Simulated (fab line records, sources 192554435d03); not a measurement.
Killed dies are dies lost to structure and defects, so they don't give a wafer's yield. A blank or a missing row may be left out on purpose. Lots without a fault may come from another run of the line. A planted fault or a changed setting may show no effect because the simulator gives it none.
Which tool did it? | flow n5_finfet | 9 lots, 25 wafers sampled, at 5 steps of a route of 1938

WHAT THE GAUGES READ, wafer by wafer
N5_BEOL_M4_RC_MEAS_101. Usual: COMB_M1 5.6e-11 S/m, standard deviation 1.2e-11; COMB_M1_max_site 8e-11 S/m, standard deviation 1.8e-11; DIBL_N 36.6 mV/V, standard deviation 2.1; DIBL_P 36.3 mV/V, standard deviation 2.2; IOFF_N 0.16 nA/um, standard deviation 0.036; IOFF_P 0.21 nA/um, standard deviation 0.038; ION_N 671 uA/um, standard deviation 12; ION_P 460 uA/um, standard deviation 7.5; SS_N 71.8 mV/dec, standard deviation 0.72; SS_P 73.3 mV/dec, standard deviation 0.72; VT_N 250 mV, standard deviation 3.2; VT_P -250 mV, standard deviation 3.5.
lot  | measured     | on        | COMB_M1 (S/m)              | COMB_M1_max_site (S/m)     | DIBL_N (mV/V)  | DIBL_P (mV/V)  | IOFF_N (nA/um) | IOFF_P (nA/um) | ION_N (uA/um) | ION_P (uA/um) | SS_N (mV/dec)  | SS_P (mV/dec)  | VT_N (mV)   | VT_P (mV)      | flag
L526 | day 10 02:48 | prober-02 | 5.4e-11 8.8e-10 5.3e-11    | 9e-11 1.872e-09 8.8e-11    | 34.4 35.4 32.6 | 35.1 35.9 33.4 | 0.13 0.15 0.11 | 0.19 0.21 0.16 | 663 678 666   | 456 470 461   | 70.9 71.0 70.7 | 72.4 73.1 72.5 | 252 249 252 | -252 -249 -252 | OFF
L527 | day 10 07:31 | prober-01 | 1.025e-09 4.3e-11 7.93e-10 | 1.234e-09 9.1e-11 9.96e-10 | 32.1 36.3 36.9 | 31.7 35.6 36.6 | 0.12 0.18 0.18 | 0.17 0.24 0.25 | 668 686 673   | 470 471 465   | 69.9 72.0 72.1 | 72.2 73.1 73.4 | 253 248 248 | -250 -247 -246 | OFF
L529 | day 10 11:11 | prober-01 | 4.6e-11 6.3e-11            | 6.3e-11 7.5e-11            | 36.3 38.9      | 36.0 39.8      | 0.15 0.22      | 0.20 0.26      | 648 677       | 449 462       | 71.5 72.6      | 72.8 73.6      | 251 246     | -248 -245      |
L534 | day 12 08:22 | prober-02 | 5.5e-11 5.3e-11            | 7.4e-11 6.8e-11            | 32.8 33.8      | 32.3 34.7      | 0.12 0.15      | 0.17 0.21      | 668 684       | 464 470       | 70.8 71.4      | 73.3 73.4      | 254 248     | -250 -248      |
L536 | day 12 15:39 | prober-01 | 4.7e-11 5.3e-11 5.3e-11    | 6.7e-11 9e-11 6.4e-11      | 37.1 36.6 35.7 | 38.6 35.5 35.3 | 0.14 0.13 0.12 | 0.21 0.16 0.16 | 657 653 648   | 457 443 447   | 71.7 71.6 71.1 | 74.2 73.5 72.5 | 252 254 255 | -251 -257 -254 |
L537 | day 12 19:21 | prober-02 | 6e-11 5.2e-11 4e-11        | 8.2e-11 6.7e-11 6.5e-11    | 37.9 35.5 36.4 | 37.7 35.2 36.9 | 0.18 0.14 0.16 | 0.22 0.19 0.22 | 672 667 682   | 451 457 462   | 71.8 71.7 71.6 | 73.7 72.5 73.5 | 250 254 249 | -253 -254 -251 |
L538 | day 13 02:57 | prober-01 | 7.7e-11 5.8e-11 5.3e-11    | 1.08e-10 7.2e-11 6.6e-11   | 37.2 33.6 34.7 | 35.3 32.8 33.9 | 0.16 0.12 0.14 | 0.24 0.21 0.21 | 658 666 667   | 456 468 469   | 72.2 70.6 70.3 | 73.5 72.2 72.7 | 251 255 247 | -246 -249 -246 |
L539 | day 13 11:47 | prober-01 | 6e-11 4.4e-11 3.4e-11      | 9.1e-11 8e-11 5.2e-11      | 36.2 36.7 34.0 | 34.9 35.4 31.1 | 0.14 0.14 0.10 | 0.17 0.19 0.13 | 672 673 659   | 461 463 451   | 71.9 71.5 70.7 | 72.5 73.0 71.5 | 251 250 254 | -255 -253 -258 |
L540 | day 13 12:16 | prober-02 | 4.8e-11 5.9e-11 5.5e-11    | 6.5e-11 6.9e-11 7.6e-11    | 35.4 36.7 36.5 | 34.1 37.2 36.3 | 0.15 0.17 0.16 | 0.20 0.27 0.23 | 671 686 678   | 462 478 467   | 70.7 71.8 71.5 | 73.4 73.5 74.0 | 250 247 249 | -248 -245 -246 |

WHICH TOOL RAN EACH LOT (tool, then ch and the chambers of the sampled wafers, then the start)
lot  | N5_BEOL_M1_STRIP_36                | N5_BEOL_M1_ALD_84                   | N5_BEOL_M1_SPUTTER_81        | N5_BEOL_M1_ANNEAL_89
L526 | rie_diel-03 ch 0,1,2, day 8 16:42  | ald_metal-02 ch 0,1,3, day 8 17:20  | pvd_sputter-01, day 8 18:14  | pvd_sputter-01, day 8 18:46
L527 | rie_diel-05 ch 0,1,3, day 8 19:38  | ald_metal-02 ch 0,1,2, day 8 20:48  | pvd_sputter-01, day 8 23:35  | pvd_sputter-01, day 9 00:06
L529 | rie_diel-05 ch 0,3, day 8 23:06    | ald_metal-03 ch 1,3, day 9 00:05    | pvd_sputter-02, day 9 01:09  | pvd_sputter-02, day 9 01:40
L534 | rie_diel-05 ch 0,1, day 10 19:19   | ald_metal-04 ch 2,3, day 10 20:17   | pvd_sputter-02, day 10 21:35 | pvd_sputter-02, day 10 22:07
L536 | rie_diel-06 ch 1,2,3, day 11 01:22 | ald_metal-04 ch 0,2, day 11 02:19   | pvd_sputter-03, day 11 03:19 | pvd_sputter-03, day 11 03:50
L537 | rie_diel-03 ch 0,1,3, day 11 01:26 | ald_metal-03 ch 0,3, day 11 02:22   | pvd_sputter-01, day 11 03:36 | pvd_sputter-01, day 11 04:07
L538 | rie_diel-06 ch 0,2, day 11 21:23   | ald_metal-04 ch 0,2,3, day 11 22:14 | pvd_sputter-03, day 11 23:18 | pvd_sputter-03, day 11 23:49
L539 | rie_diel-06 ch 0,2,3, day 12 00:30 | ald_metal-02 ch 0,1,2, day 12 01:16 | pvd_sputter-01, day 12 02:09 | pvd_sputter-01, day 12 02:40
L540 | rie_diel-06 ch 1,2, day 12 03:47   | ald_metal-02 ch 0,1,3, day 12 04:31 | pvd_sputter-01, day 12 05:26 | pvd_sputter-01, day 12 05:57
- N5_BEOL_M1_STRIP_36: strips in N2/H2.
- N5_BEOL_M1_ALD_84: deposits TaN, pulse time 2 s, purge time 3 s, co reactant purge time 2 s.
- N5_BEOL_M1_SPUTTER_81: material Cu, target thk 4.5 nm, time 8.29 s.
- N5_BEOL_M1_ANNEAL_89: time 240 s.

WHAT THE TOOLS THEMSELVES READ (means of the sampled wafers that have a number; where no wafer has one, the mark that the record gives instead)
N5_BEOL_M1_STRIP_36. Usual: drypump_motor_current_A 5.77 A, standard deviation 0.24; n2_flow_sccm 200.2 sccm, standard deviation 0.67; oes_product_au 0.77 a.u., standard deviation 0.078; rf_vpp_V 59.4 V, standard deviation 1.5; showerhead_plenum_p_Torr 2.55 Torr, standard deviation 0.076; throttle_valve_pct 23.79 %, standard deviation 0.21.
lot  | tool        | drypump_motor_current_A (A) | n2_flow_sccm (sccm) | oes_product_au (a.u.) | rf_vpp_V (V) | showerhead_plenum_p_Torr (Torr) | throttle_valve_pct (%) | flag
L526 | rie_diel-03 | 5.70                        | 199.8               | 0.77                  | 60.1         | 2.55                            | 23.78                  |
L527 | rie_diel-05 | 5.91                        | 200.1               | 0.80                  | 58.9         | 2.55                            | 23.58                  |
L529 | rie_diel-05 | 6.01                        | 199.8               | 0.84                  | 58.8         | 2.57                            | 23.71                  |
L534 | rie_diel-05 | 5.81                        | 200.7               | 0.72                  | 57.5         | 2.46                            | 23.44                  |
L536 | rie_diel-06 | 5.75                        | 199.8               | 0.76                  | 59.6         | 2.58                            | 23.85                  |
L537 | rie_diel-03 | 5.63                        | 200.4               | 0.71                  | 58.5         | 2.48                            | 24.03                  |
L538 | rie_diel-06 | 5.73                        | 200.1               | 0.71                  | 57.8         | 2.51                            | 23.91                  |
L539 | rie_diel-06 | 5.72                        | 200.2               | 0.75                  | 59.2         | 2.54                            | 23.92                  |
L540 | rie_diel-06 | 5.78                        | 199.8               | 0.70                  | 58.4         | 2.59                            | 23.82                  |

N5_BEOL_M1_ALD_84. Usual: chamber_pressure_Torr 2.999 Torr, standard deviation 0.0061; heater_power_w 403 W, standard deviation 34.
lot  | tool         | chamber_pressure_Torr (Torr) | heater_power_w (W) | flag
L526 | ald_metal-02 | 3.001                        | 394                |
L527 | ald_metal-02 | 3.002                        | 406                |
L529 | ald_metal-03 | 3.003                        | 404                |
L534 | ald_metal-04 | 3.000                        | 424                |
L536 | ald_metal-04 | 3.005                        | 446                |
L537 | ald_metal-03 | 2.998                        | 354                |
L538 | ald_metal-04 | 2.997                        | 421                |
L539 | ald_metal-02 | 2.993                        | 400                |
L540 | ald_metal-02 | 2.998                        | 390                |

N5_BEOL_M1_SPUTTER_81. Usual: throttle_valve_pct 29.8 %, standard deviation 1.
lot  | tool           | throttle_valve_pct (%) | flag
L526 | pvd_sputter-01 | 30.5                   |
L527 | pvd_sputter-01 | 30.5                   |
L529 | pvd_sputter-02 | 29.4                   |
L534 | pvd_sputter-02 | 29.5                   |
L536 | pvd_sputter-03 | 30.0                   |
L537 | pvd_sputter-01 | 30.3                   |
L538 | pvd_sputter-03 | 29.9                   |
L539 | pvd_sputter-01 | 30.4                   |
L540 | pvd_sputter-01 | 29.6                   |

N5_BEOL_M1_ANNEAL_89. Usual: heater_power_w 815 W, standard deviation 78.
lot  | tool           | heater_power_w (W) | flag
L526 | pvd_sputter-01 | 877                |
L527 | pvd_sputter-01 | 885                |
L529 | pvd_sputter-02 | 832                |
L534 | pvd_sputter-02 | 820                |
L536 | pvd_sputter-03 | 810                |
L537 | pvd_sputter-01 | 811                |
L538 | pvd_sputter-03 | 772                |
L539 | pvd_sputter-01 | 870                |
L540 | pvd_sputter-01 | 856                |

THE ANSWER, worked out from the rows above alone
Rule: a lot is off if the mean of its wafers that have a number lies more than 3 standard deviations from the usual mean. A lot without any number at a reading at which 4 lots or more have one is off too. The other lots that the step has rows for count as sound. The gauges are gone through in route order, then the tools' own readings, and for those a lot's mean is taken as printed above. The first step at which some lot is off is used, and at that step the reading that is off furthest; a lot without a number counts as furthest.
Off: L526, L527, at N5_BEOL_M4_RC_MEAS_101 (COMB_M1).
A tool fits if, at a process step before that reading, it ran every lot that is off, and no sound lot after the first of them. The gauges at N5_BEOL_M4_RC_MEAS_101 are tried like those tools. None of those tried fits.

WHAT THE SIMULATOR HAD PUT IN
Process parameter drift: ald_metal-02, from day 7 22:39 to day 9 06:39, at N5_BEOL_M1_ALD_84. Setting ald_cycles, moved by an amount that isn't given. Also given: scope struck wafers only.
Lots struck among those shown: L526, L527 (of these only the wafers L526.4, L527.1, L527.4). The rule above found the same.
